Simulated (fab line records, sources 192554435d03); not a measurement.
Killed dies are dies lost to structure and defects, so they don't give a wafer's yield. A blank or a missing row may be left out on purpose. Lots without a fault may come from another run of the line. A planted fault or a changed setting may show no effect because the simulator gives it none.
Which tool did it? | flow n5_finfet | 24 lots, 72 wafers sampled, at 3 steps of a route of 1938

WHAT THE GAUGES READ, wafer by wafer
N5_BEOL_M0_CUTY_OVL_MEAS_58. Usual: M0_ABLK_OVL -0.2 nm, standard deviation 0.66.
lot  | measured     | on         | M0_ABLK_OVL (nm) | flag
L074 | day 5 21:33  | overlay-01 | -0.7 -0.1 0.0    |
L075 | day 6 03:11  | overlay-02 | -0.4 0.6 0.3     |
L076 | day 6 06:04  | overlay-01 | -0.4 -0.1 -0.5   |
L077 | day 6 08:46  | overlay-02 | 0.1 0.0 0.0      |
L078 | day 6 19:14  | overlay-01 | -0.2 -0.6 -1.0   |
L079 | day 7 01:14  | overlay-01 | -0.8 -0.1 -0.7   |
L080 | day 7 07:10  | overlay-01 | -0.1 -0.3 -0.5   |
L081 | day 7 11:35  | overlay-02 | -1.3 -1.2 -0.2   |
L082 | day 7 17:20  | overlay-02 | -1.7 -1.5 -1.4   |
L083 | day 7 23:14  | overlay-01 | -0.8 -1.1 -0.8   |
L084 | day 8 03:20  | overlay-01 | 0.5 -0.8 -0.5    |
L085 | day 8 13:43  | overlay-01 | -0.3 -0.4 0.0    |
L086 | day 8 19:47  | overlay-01 | 0.3 0.9 0.1      |
L087 | day 9 02:17  | overlay-02 | -1.1 -0.1 0.3    |
L088 | day 9 06:24  | overlay-02 | -0.3 -0.2 -0.4   |
L089 | day 9 19:15  | overlay-01 | 0.2 -0.4 -0.8    |
L090 | day 10 02:06 | overlay-01 | -0.6 0.1 -0.3    |
L091 | day 10 14:35 | overlay-01 | 0.0 -0.1 -0.3    |
L092 | day 10 19:44 | overlay-02 | 0.2 1.0 0.3      |
L093 | day 11 00:26 | overlay-02 | -0.7 0.5 -0.5    |
L094 | day 11 02:37 | overlay-01 | 0.3 -0.6 0.2     |
L095 | day 11 05:35 | overlay-01 | 0.8 0.1 -0.3     |
L096 | day 11 13:58 | overlay-01 | 0.9 0.4 1.1      |
L097 | day 11 17:59 | overlay-02 | 0.5 -0.4 0.2     |

WHICH TOOL RAN EACH LOT (tool, then ch and the chambers of the sampled wafers, then the start)
lot  | N5_BEOL_M0_SAQP_RECESS_104         | N5_BEOL_M0_SAQP_STRIP_108
L074 | vapor_etch-02 ch 0,1, day 5 18:13  | rie_diel-03 ch 0,1,2, day 5 18:46
L075 | vapor_etch-02 ch 0,1, day 5 23:33  | rie_diel-03 ch 0,1, day 6 00:09
L076 | vapor_etch-02 ch 0,1, day 6 02:08  | rie_diel-06 ch 1,2, day 6 02:54
L077 | vapor_etch-02 ch 0,1, day 6 05:23  | rie_diel-03 ch 1,2, day 6 05:59
L078 | vapor_etch-02 ch 0,1, day 6 15:23  | rie_diel-03 ch 1,2,3, day 6 15:56
L079 | vapor_etch-02 ch 0,1, day 6 19:47  | rie_diel-06 ch 0,2, day 6 20:20
L080 | vapor_etch-02 ch 0,1, day 7 03:44  | rie_diel-03 ch 0,2, day 7 04:17
L081 | vapor_etch-01 ch 0,1, day 7 08:08  | rie_diel-06 ch 2,3, day 7 08:41
L082 | vapor_etch-01 ch 0,1, day 7 13:01  | rie_diel-06 ch 1,3, day 7 13:37
L083 | vapor_etch-02 ch 0,1, day 7 19:44  | rie_diel-03 ch 2,3, day 7 20:10
L084 | vapor_etch-02 ch 0,1, day 8 00:05  | rie_diel-03 ch 0,1,2, day 8 00:39
L085 | vapor_etch-01 ch 0,1, day 8 10:11  | rie_diel-03 ch 1,2,3, day 8 10:48
L086 | vapor_etch-01 ch 0,1, day 8 15:52  | rie_diel-02 ch 0,1,2, day 8 16:36
L087 | vapor_etch-02 ch 0, day 8 22:54    | rie_diel-03 ch 0,2,3, day 8 23:27
L088 | vapor_etch-02 ch 0,1, day 9 03:01  | rie_diel-02 ch 1,2,3, day 9 03:34
L089 | vapor_etch-02 ch 0,1, day 9 15:59  | rie_diel-03 ch 0,1, day 9 16:32
L090 | vapor_etch-02 ch 1, day 9 21:05    | rie_diel-02 ch 0,2,3, day 9 21:38
L091 | vapor_etch-02 ch 0, day 10 11:18   | rie_diel-02 ch 0,2,3, day 10 11:51
L092 | vapor_etch-01 ch 0,1, day 10 15:58 | rie_diel-06 ch 1,2, day 10 16:43
L093 | vapor_etch-01 ch 0,1, day 10 20:16 | rie_diel-06 ch 1,2,3, day 10 20:42
L094 | vapor_etch-01 ch 0,1, day 10 23:14 | rie_diel-06 ch 0,1,2, day 10 23:47
L095 | vapor_etch-01 ch 0,1, day 11 02:19 | rie_diel-06 ch 1,2, day 11 02:49
L096 | vapor_etch-01 ch 0,1, day 11 10:15 | rie_diel-06 ch 0,1,2, day 11 10:48
L097 | vapor_etch-01 ch 0,1, day 11 13:38 | rie_diel-03 ch 0,2, day 11 14:11
- N5_BEOL_M0_SAQP_RECESS_104: chemistry HF/NH3, target SiO2, target depth 18 nm, afs cycles 3, sublimation time 60 s.
- N5_BEOL_M0_SAQP_STRIP_108: strips in N2/H2.

WHAT THE TOOLS THEMSELVES READ (means of the sampled wafers that have a number; where no wafer has one, the mark that the record gives instead)
N5_BEOL_M0_SAQP_RECESS_104. Usual: drypump_motor_current_A 5.5 A, standard deviation 0.58; sublimation_temp_c 179.99 C, standard deviation 0.16.
lot  | tool          | drypump_motor_current_A (A) | sublimation_temp_c (C) | flag
L074 | vapor_etch-02 | 5.2                         | 179.98                 |
L075 | vapor_etch-02 | 5.2                         | 179.95                 |
L076 | vapor_etch-02 | 5.2                         | 180.03                 |
L077 | vapor_etch-02 | 5.2                         | 179.95                 |
L078 | vapor_etch-02 | 5.1                         | 180.06                 |
L079 | vapor_etch-02 | 5.2                         | 179.91                 |
L080 | vapor_etch-02 | 5.2                         | 179.93                 |
L081 | vapor_etch-01 | 6.1                         | 180.01                 |
L082 | vapor_etch-01 | 6.1                         | 179.82                 |
L083 | vapor_etch-02 | 5.1                         | 179.93                 |
L084 | vapor_etch-02 | 5.2                         | 180.00                 |
L085 | vapor_etch-01 | 5.7                         | 179.90                 |
L086 | vapor_etch-01 | 6.1                         | 180.20                 |
L087 | vapor_etch-02 | 4.9                         | 180.04                 |
L088 | vapor_etch-02 | 5.1                         | 179.91                 |
L089 | vapor_etch-02 | 5.2                         | 179.97                 |
L090 | vapor_etch-02 | 5.4                         | 179.82                 |
L091 | vapor_etch-02 | 4.9                         | 179.92                 |
L092 | vapor_etch-01 | 5.7                         | 180.23                 |
L093 | vapor_etch-01 | 6.1                         | 180.15                 |
L094 | vapor_etch-01 | 6.2                         | 179.92                 |
L095 | vapor_etch-01 | 6.1                         | 179.94                 |
L096 | vapor_etch-01 | 5.7                         | 179.94                 |
L097 | vapor_etch-01 | 5.7                         | 179.99                 |

N5_BEOL_M0_SAQP_STRIP_108. Usual: drypump_motor_current_A 5.6 A, standard deviation 0.49; h2_flow_sccm 300.0 sccm, standard deviation 0.89; oes_product_au 0.78 a.u., standard deviation 0.092; rf_vpp_V 121.8 V, standard deviation 1; showerhead_plenum_p_Torr 3.35 Torr, standard deviation 0.13; throttle_valve_pct 18.9 %, standard deviation 0.36.
lot  | tool        | drypump_motor_current_A (A) | h2_flow_sccm (sccm) | oes_product_au (a.u.) | rf_vpp_V (V) | showerhead_plenum_p_Torr (Torr) | throttle_valve_pct (%) | flag
L074 | rie_diel-03 | 5.4                         | 300.8               | 0.78                  | 122.6        | 3.32                            | 19.0                   |
L075 | rie_diel-03 | 5.6                         | 299.8               | 0.78                  | 122.4        | 3.40                            | 19.1                   |
L076 | rie_diel-06 | 5.9                         | 300.2               | 0.73                  | 121.4        | 3.39                            | 19.1                   |
L077 | rie_diel-03 | 5.8                         | 300.7               | 0.73                  | 121.5        | 3.37                            | 19.4                   |
L078 | rie_diel-03 | 5.6                         | 300.1               | 0.81                  | 122.7        | 3.41                            | 19.0                   |
L079 | rie_diel-06 | 6.0                         | 300.7               | 0.83                  | 121.0        | 3.25                            | 18.6                   |
L080 | rie_diel-03 | 4.9                         | 299.4               | 0.81                  | 120.7        | 3.25                            | 18.7                   |
L081 | rie_diel-06 | 5.8                         | 298.7               | 0.71                  | 121.8        | 3.31                            | 18.9                   |
L082 | rie_diel-06 | 5.5                         | 299.7               | 0.70                  | 121.9        | 3.39                            | 19.1                   |
L083 | rie_diel-03 | 5.5                         | 299.6               | 0.87                  | 122.0        | 3.45                            | 18.7                   |
L084 | rie_diel-03 | 5.4                         | 299.7               | 0.76                  | 121.2        | 3.31                            | 19.0                   |
L085 | rie_diel-03 | 5.6                         | 299.9               | 0.78                  | 121.9        | 3.41                            | 19.0                   |
L086 | rie_diel-02 | 6.0                         | 300.2               | 0.85                  | 123.0        | 3.40                            | 18.8                   |
L087 | rie_diel-03 | 5.2                         | 301.2               | 0.82                  | 121.8        | 3.35                            | 18.7                   |
L088 | rie_diel-02 | 6.1                         | 300.3               | 0.81                  | 122.2        | 3.38                            | 19.0                   |
L089 | rie_diel-03 | 5.6                         | 300.7               | 0.76                  | 121.8        | 3.39                            | 19.2                   |
L090 | rie_diel-02 | 5.8                         | 299.5               | 0.80                  | 121.0        | 3.34                            | 18.8                   |
L091 | rie_diel-02 | 5.8                         | 299.9               | 0.80                  | 122.2        | 3.34                            | 18.9                   |
L092 | rie_diel-06 | 5.9                         | 299.6               | 0.71                  | 121.6        | 3.38                            | 19.1                   |
L093 | rie_diel-06 | 5.8                         | 299.9               | 0.70                  | 121.7        | 3.33                            | 19.0                   |
L094 | rie_diel-06 | 5.8                         | 299.1               | 0.78                  | 122.1        | 3.32                            | 18.9                   |
L095 | rie_diel-06 | 6.1                         | 300.4               | 0.73                  | 120.9        | 3.29                            | 18.9                   |
L096 | rie_diel-06 | 5.8                         | 299.7               | 0.77                  | 121.6        | 3.31                            | 18.9                   |
L097 | rie_diel-03 | 5.1                         | 300.6               | 0.92                  | 122.1        | 3.47                            | 18.7                   |

THE ANSWER, worked out from the rows above alone
Rule: a lot is off if the mean of its wafers that have a number lies more than 3 standard deviations from the usual mean. A lot without any number at a reading at which 4 lots or more have one is off too. The other lots that the step has rows for count as sound. The gauges are gone through in route order, then the tools' own readings, and for those a lot's mean is taken as printed above. The first step at which some lot is off is used, and at that step the reading that is off furthest; a lot without a number counts as furthest.
No lot is off at any reading shown: from this, nothing can be told.

WHAT THE SIMULATOR HAD PUT IN
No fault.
